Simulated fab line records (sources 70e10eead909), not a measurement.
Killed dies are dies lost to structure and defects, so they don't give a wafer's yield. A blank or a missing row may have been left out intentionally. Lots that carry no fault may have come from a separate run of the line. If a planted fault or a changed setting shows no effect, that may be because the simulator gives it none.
Struck lot and sound lot, side by side	flow nand-harc	19 steps out of a route of 1159
Sound: the wafers L794.2, L794.3, L794.4. The struck wafers were L808.2, L808.4, L808.6. The cause comes at the end.
Order at every step that has rows: each side's tool, ch and its chambers, its first start. Under that, the readings that differ: sound wafers	struck wafers	difference of the means	sigmas: that difference in standard deviations of wafers without a fault.
alike: words and numbers the same on both sides, and readings whose means are apart by under 2 such deviations; not compared: readings that were withheld, readings missing a value for some wafer, numbers with overlapping values and no deviation given by the record, and bounds like >300 which may hide the same value.
The two part at a step that has a row with sigmas, a row that says differs or no value, or rows on one side only. Non-overlapping numbers with no deviation appear without sigmas and do not part them. A reading missing from all wafers of one side parts the sides only when that side holds two or more wafers.

NHARC_P_CONTACT_CMP_01: polishes SiO2, target thk 200 nm.
  sound on cmp-01 ch 1,2,3, day 7 04:29; struck on cmp-03 ch 0,1,3, day 10 05:46
  alike: motor-current-A
then, 10 steps without rows for these wafers: NHARC_P_CONTACT_SRD_03; NHARC_P_CONTACT_DEHYDRATE_04 (time 120 s); NHARC_P_CONTACT_HMDS_05 (time 30 s); NHARC_P_CONTACT_COAT_33 (time 75 s); NHARC_P_CONTACT_COAT_34 (time 65 s); NHARC_P_CONTACT_COAT_06 (resist thk 90 nm); NHARC_P_CONTACT_SOFTBAKE_07 (time 55 s); NHARC_P_CONTACT_EBR_08; NHARC_P_CONTACT_EXPOSE_09 (exposes mask P CA, target cd 90 nm); NHARC_P_CONTACT_PEB_10 (peb time 65 s).
NHARC_P_CONTACT_DEVELOP_11: develop time 35 s.
  sound on litho-track-06 ch 0, day 7 05:00; struck on litho-track-06 ch 0, day 10 06:00
  alike: developer-temp-C
NHARC_P_CONTACT_CD_MEAS_12: target cd 90 nm.
  sound on cd-sem-01 ch 0, day 7 05:19; struck on cd-sem-01 ch 0, day 10 06:28
reading	sound	struck	difference	sigmas
cd-nm (nm)	89.7 89.4 89.6	91.0 91.1 91.1	+1.5	+3
NHARC_P_CONTACT_OVL_MEAS_13:
  struck on overlay-02, day 10 06:34; sound on overlay-01, day 7 05:25
reading	sound	struck	difference	sigmas
overlay-x-nm (nm)	1.1 0.9 1.5	-1.1 -0.6 -0.4	-1.9	-2
  alike: overlay-y-nm
NHARC_P_CONTACT_INSPECT_14:
  struck on defect-inspect-01, day 10 06:37; sound on defect-inspect-02, day 7 05:27
  alike: raw-defect-count
NHARC_P_CONTACT_DESCUM_17: chemistry O2, time 3 s.
  sound on rie-diel-05 ch 0,2,3, day 7 05:31; struck on rie-diel-13 ch 1,2,3, day 10 06:41
reading	sound	struck	difference	sigmas
model.P_CONTACT.cd-nm (nm)	90.18 89.4 90.24	90.68 91.13 90.61	+0.87	
  alike: drypump-motor-current-A, oes-product-au, rf-vpp-V, showerhead-plenum-p-Torr, throttle-valve-pct
  not compared: rf-hours-counter-h
NHARC_P_CONTACT_ETCH_35: etches the open film in CF4, target depth 39 nm, time 65 s.
  sound on rie-diel-05 ch 1,2,3, day 7 05:36; struck on rie-diel-13 ch 1,2,3, day 10 06:45
reading	sound	struck	difference	sigmas
model.P_CONTACT.cd-nm (nm)	89.58 89.2 90.13	90.69 90.89 90.62	+1.10	
  alike: cf4-flow-sccm, drypump-motor-current-A, oes-product-au, rf-fwd-power-W, rf-vpp-V, showerhead-plenum-p-Torr, throttle-valve-pct
  not compared: rf-hours-counter-h
NHARC_P_CONTACT_ETCH_36: etches the open film in N2/H2, target depth 260 nm, time 406.25 s.
  sound: rie-diel-05 ch 0,1,2; struck: rie-diel-13 ch 0,2,3
  alike: drypump-motor-current-A, oes-product-au, rf-fwd-power-W, rf-vpp-V, showerhead-plenum-p-Torr, throttle-valve-pct
  not compared: rf-hours-counter-h
then, 1 step without rows for these wafers: NHARC_END_SORT_01.

## WHERE THEY PART
At NHARC_P_CONTACT_CD_MEAS_12 first; at NHARC_P_CONTACT_OVL_MEAS_13 last (within this record only). Later steps at which nothing parts them and some readings are alike: NHARC_P_CONTACT_INSPECT_14, NHARC_P_CONTACT_DESCUM_17, NHARC_P_CONTACT_ETCH_35, NHARC_P_CONTACT_ETCH_36.

WHY: what had been put in by the simulator
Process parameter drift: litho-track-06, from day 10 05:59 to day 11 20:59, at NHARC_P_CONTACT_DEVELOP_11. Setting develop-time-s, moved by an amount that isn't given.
